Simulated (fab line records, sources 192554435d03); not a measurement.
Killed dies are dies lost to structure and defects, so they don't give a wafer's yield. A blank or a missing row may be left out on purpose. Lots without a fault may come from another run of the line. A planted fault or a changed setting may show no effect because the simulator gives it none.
fab line records | flow n5_finfet | part 2 of 2: steps 22 to 32 of 32
record lots=5 wafers=15 last_day=18
route steps=1938 shown BEOL_M6@1220
lots that met no fault: from a run of the same line without faults
start_h: hours from the record's first day to the start of the lot's first wafer shown | wait_h: hours since the lot's step before | " the same as in the row above | L1.1+2: a row that stands for several wafers | - no value, or no start given | * or withheld: withheld | < > ~ a bound
route shown NAME@n: a module of which the file shows steps, and the number in the route of the first | usual: mean/standard deviation of fault-free wafers | same: alike in all rows | chamber/n: place in a boat | sites: the reading at each site | _std_site: their standard deviation | _edge_site: outer sites' mean less inner sites' | radius_mm: how far each site lies from the wafer's centre | mask NAME#n: copy n | behind: the tool/chamber that last shaped the wafer | hold: why the lot was held/for how many hours/how that ended | device: the transistor (n, p or np) that didn't switch | end of line: the same wafers' tests at the end of the route | a step without rows: its recipe alone | killed: dies lost to structure and defects at the first sort, not the wafer's yield | map: a wafer's dies, x killed, . not, _ none there
set.NAME: the setting as run; set.NAME@STEP: as run at that earlier step | model.NAME: the simulator's own value behind a step, which no gauge read
lots at some steps of the route; a table a step, a row a wafer
services: from which hour (start_h, from the record's first day; less than 0 if before it) a tool's chamber was out of use, for how many hours, and why
## steps
# step N5_BEOL_M6_STRIP_80
# recipe chemistry=N2/H2 time_s=10 power_w=450 temp_c=40 pressure_mtorr=20 rf_frequency_hz=6e+07 bias_power_w=7 n2_flow_sccm=200 h2_flow_sccm=200
# usual drypump_motor_current_A=5.7/0.48 oes_product_au=0.82/0.086 rf_vpp_V=59.0/0.85 showerhead_plenum_p_Torr=2.48/0.056 throttle_valve_pct=23.6/0.31
# columns lot.wafer tool chamber start_h wait_h drypump_motor_current_A oes_product_au rf_hours_counter_h rf_vpp_V showerhead_plenum_p_Torr throttle_valve_pct
L081.2 rie_diel-01 2 - - 5.8 0.87 44 58.6 2.46 23.6
L081.4 " 1 " " 6.4 0.92 15 57.6 2.46 23.2
L081.5 " 1 " " 6.3 0.92 - 59.1 2.46 23.2
L078.2 rie_diel-01 3 - - 6.1 0.79 105 58.6 2.45 23.3
L078.3 " 2 " " 5.8 0.85 58 59.3 2.45 23.6
L078.6 " 3 " " 6.1 0.80 - 58.2 2.45 23.3
L093.1 rie_diel-03 1 - - 5.9 0.85 64 60.5 2.57 23.1
L093.4 " 3 " " 5.8 0.75 147 59.2 2.55 24.0
L093.5 " 3 " " 5.8 0.76 - 60.1 2.55 24.0
L097.1 rie_diel-01 2 - - 5.8 0.82 86 58.8 2.44 23.6
L097.4 " 3 " " 6.1 0.78 133 59.4 2.44 23.3
L097.5 " 3 " " 6.1 0.78 - 60.0 2.44 23.3
L096.2 rie_diel-01 1 - - 6.3 0.85 56 59.3 2.45 23.3
L096.4 " 3 " " 6.1 0.77 133 58.2 2.44 23.3
L096.6 " 1 " " 6.3 0.84 - 59.9 2.45 23.3
# step N5_BEOL_M6_OCD_MEAS_38
# usual trench_depth_nm=94.8/1.7
# columns lot.wafer tool chamber start_h wait_h trench_depth_nm
L081.2 ocd-01 - 232.32 - 93.2
L081.4 " - " " 95.1
L081.5 " - " " 94.3
L078.2 ocd-02 - 264.32 - 93.2
L078.3 " - " " 93.1
L078.6 " - " " 94.3
L093.1 ocd-01 - 322.84 - 95.3
L093.4 " - " " 92.9
L093.5 " - " " 92.9
L097.1 ocd-02 - 342.74 - 92.0
L097.4 " - " " 94.6
L097.5 " - " " 94.6
L096.2 ocd-02 - 343.25 - 92.4
L096.4 " - " " 96.1
L096.6 " - " " 94.2
# step N5_BEOL_M6_HM_STRIP_39
# recipe chemistry=peroxide_tin_strip material=TiN target_depth_a=250 temp_c=50 time_s=158
# columns lot.wafer tool chamber start_h wait_h
L081.2+4+5 wet_bench-04 0,7,2 232.35 0.0
L078.2+3+6 wet_bench-04 1,2,0 264.36 0.0
L093.1+4+5 wet_bench-04 7,5,6 322.87 0.0
L097.1+4+5 wet_bench-03 6,3,7 342.77 0.0
L096.2+4+6 wet_bench-04 1,4,5 343.29 0.0
# step N5_BEOL_M6_SRD_40
# recipe time_s=30 temp_c=23 rinse_liquid=diw dry=ipa_marangoni
# columns lot.wafer tool chamber start_h wait_h
L081.2+4+5 wet_bench-04 0,7,2 232.40 0.0
L078.2+3+6 wet_bench-04 1,2,0 264.40 0.0
L093.1+4+5 wet_bench-04 7,5,6 322.92 0.0
L097.1+4+5 wet_bench-03 6,3,7 342.82 0.0
L096.2+4+6 wet_bench-04 1,4,5 343.33 0.0
# step N5_BEOL_M6_PRECLEAN_42
# recipe chemistry=residue_remover time_s=60 temp_c=40
# columns lot.wafer tool chamber start_h wait_h
L081.2+4+5 wet_bench-04 0,7,2 232.41 0.0
L078.2+3+6 wet_bench-04 1,2,0 264.42 0.0
L093.1+4+5 wet_bench-04 7,5,6 322.93 0.0
L097.1+4+5 wet_bench-03 6,3,7 342.83 0.0
L096.2+4+6 wet_bench-04 1,4,5 343.35 0.0
# step N5_BEOL_M6_SRD_43
# recipe time_s=30 temp_c=23 rinse_liquid=diw dry=ipa_marangoni
# columns lot.wafer tool chamber start_h wait_h
L081.2+4+5 wet_bench-04 0,7,2 232.43 0.0
L078.2+3+6 wet_bench-04 1,2,0 264.44 0.0
L093.1+4+5 wet_bench-04 7,5,6 322.95 0.0
L097.1+4+5 wet_bench-03 6,3,7 342.85 0.0
L096.2+4+6 wet_bench-04 1,4,5 343.37 0.0
# step N5_BEOL_M6_CD_MEAS_35
# recipe target_cd_nm=40 target_cd_y_nm=28 polarity=opening
# usual cd_nm=40.1/0.61
# columns lot.wafer tool chamber start_h wait_h cd_nm
L081.2 cd_sem-03 - 232.47 0.0 40.0
L081.4 " - " " 39.9
L081.5 " - " " 39.9
L078.2 cd_sem-01 - 264.48 0.0 39.5
L078.3 " - " " 39.9
L078.6 " - " " 39.5
L093.1 cd_sem-02 - 322.99 0.0 40.1
L093.4 " - " " 40.0
L093.5 " - " " 40.1
L097.1 cd_sem-01 - 342.89 0.0 39.1
L097.4 " - " " 40.4
L097.5 " - " " 40.0
L096.2 cd_sem-03 - 343.41 0.0 40.2
L096.4 " - " " 39.4
L096.6 " - " " 40.2
# step N5_BEOL_M6_CURE_75
# recipe temp_c=370 time_s=120 ambient=DMADMS/He material=SiCOH_lowk
# usual lamp_power_pct=52.31/0.051 wafer_temp_C_max=371.8/0.57
# columns lot.wafer tool chamber start_h wait_h lamp_power_pct wafer_temp_C_max
L081.2 uv_cure-03 1 232.61 0.1 52.31 373.2
L081.4 " 1 " " 52.22 372.8
L081.5 " 1 " " 52.31 372.9
L078.2 uv_cure-01 1 264.96 0.5 52.21 371.3
L078.3 " 1 " " 52.35 371.5
L078.6 " 1 " " 52.27 371.4
L093.1 uv_cure-03 0 323.17 0.2 52.27 372.5
L093.4 " 0 " " 52.36 371.6
L093.5 " 0 " " 52.41 371.4
L097.1 uv_cure-02 0 342.97 0.1 52.33 371.6
L097.4 " 0 " " 52.27 372.1
L097.5 " 0 " " 52.26 372.4
L096.2 uv_cure-01 2 343.50 0.1 52.40 371.8
L096.4 " 2 " " 52.21 371.7
L096.6 " 2 " " 52.34 372.1
# step N5_BEOL_M6_DEGAS_44
# recipe ambient=vacuum temp_c=250 time_s=60
# usual heater_power_w=335/37
# columns lot.wafer tool chamber start_h wait_h heater_power_w
L081.2 pvd_sputter-01 - 233.13 0.4 312
L081.4 " - " " 381
L081.5 " - " " 309
L078.2 pvd_sputter-03 - 265.48 0.4 346
L078.3 " - " " 317
L078.6 " - " " 375
L093.1 pvd_sputter-01 - 323.59 0.4 389
L093.4 " - " " 263
L093.5 " - " " 259
L097.1 pvd_sputter-03 - 343.36 0.3 315
L097.4 " - " " 392
L097.5 " - " " 391
L096.2 pvd_sputter-02 - 343.77 0.2 325
L096.4 " - " " 342
L096.6 " - " " 327
# step N5_BEOL_M6_PRE_CLEAN_45
# recipe gas=H2/He time_s=30 temp_c=250
# usual heater_power_w=335/36
# columns lot.wafer tool chamber start_h wait_h heater_power_w
L081.2 pvd_sputter-01 - 233.17 0.0 312
L081.4 " - " " 381
L081.5 " - " " 324
L078.2 pvd_sputter-03 - 265.52 0.0 344
L078.3 " - " " 320
L078.6 " - " " 370
L093.1 pvd_sputter-01 - 323.63 0.0 384
L093.4 " - " " 262
L093.5 " - " " 272
L097.1 pvd_sputter-03 - 343.40 0.0 316
L097.4 " - " " 378
L097.5 " - " " 392
L096.2 pvd_sputter-02 - 343.81 0.0 322
L096.4 " - " " 339
L096.6 " - " " 335
# step N5_BEOL_M6_ALD_77
# recipe material=TaN target_thk_a=20 temp_c=275 ald_precursor_family=PDMAT ald_co_reactant=NH3 pressure_torr=3 carrier_flow_sccm=1500 pulse_time_s=2 purge_time_s=3 co_reactant_purge_time_s=2 co_reactant_pulse_time_s=3 ald_cycles=40 precursor_vessel_temp_c=75 precursor_vessel_pressure_torr=26.25 precursor_vessel_carrier_sccm=1000
# usual chamber_pressure_Torr=3.000/0.0062 heater_power_w=433/47 precursor_vessel_temp_c=75.02/0.13
# columns lot.wafer tool chamber start_h wait_h chamber_pressure_Torr heater_power_w precursor_vessel_temp_c since_wet_clean_h
L081.2 ald_metal-01 0 233.25 0.1 2.997 393 75.11 2973
L081.4 " 3 " " 3.011 423 74.94 2973
L081.5 " 1 " " 3.001 437 74.88 -
L078.2 ald_metal-01 0 265.81 0.3 3.007 395 75.19 3006
L078.3 " 3 " " 3.003 421 75.18 3006
L078.6 " 1 " " 2.998 443 74.90 -
L093.1 ald_metal-03 2 323.72 0.1 3.009 481 75.16 4602
L093.4 " 3 " " 2.988 329 74.98 4602
L093.5 " 2 " " 3.001 476 75.04 -
L097.1 ald_metal-04 2 343.47 0.1 3.003 475 75.12 1545
L097.4 " 3 " " 3.002 437 74.98 1545
L097.5 " 2 " " 3.004 477 75.19 -
L096.2 ald_metal-04 2 343.87 0.0 3.004 488 74.93 1545
L096.4 " 3 " " 3.007 433 75.05 1545
L096.6 " 2 " " 2.996 462 75.03 -
## services
# columns tool chamber start_h hours kind
uv_cure-03 - 209.58 1.0 pm
ald_metal-04 2 218.00 7.0 repair
rie_diel-03 - 219.88 28.1 pm
euv_scanner-02 - 235.42 1.0 pm
uv_cure-02 - 237.16 28.1 pm
pvd_sputter-03 - 239.40 1.2 repair
euv_scanner-01 - 246.79 1.0 pm
euv_scanner-01 - 259.74 0.7 repair
euv_scanner-01 - 266.10 4.6 pm
euv_scanner-02 - 270.70 12.0 pm
wet_bench-03 - 280.21 5.9 repair
ald_metal-04 - 284.19 6.0 pm
euv_scanner-02 - 287.27 4.6 pm
euv_scanner-01 - 291.87 5.8 pm
euv_scanner-02 - 294.24 1.2 repair
euv_scanner-02 - 297.65 1.0 pm
euv_scanner-01 - 302.72 0.2 repair
euv_scanner-01 - 302.94 1.0 pm
rie_diel-01 2 306.55 1.8 repair
ald_metal-04 - 307.40 8.7 pm
rie_diel-01 - 317.64 2.8 pm
ald_metal-04 - 318.94 2.8 pm
uv_cure-01 - 324.70 12.8 repair
uv_cure-03 - 325.06 2.2 repair
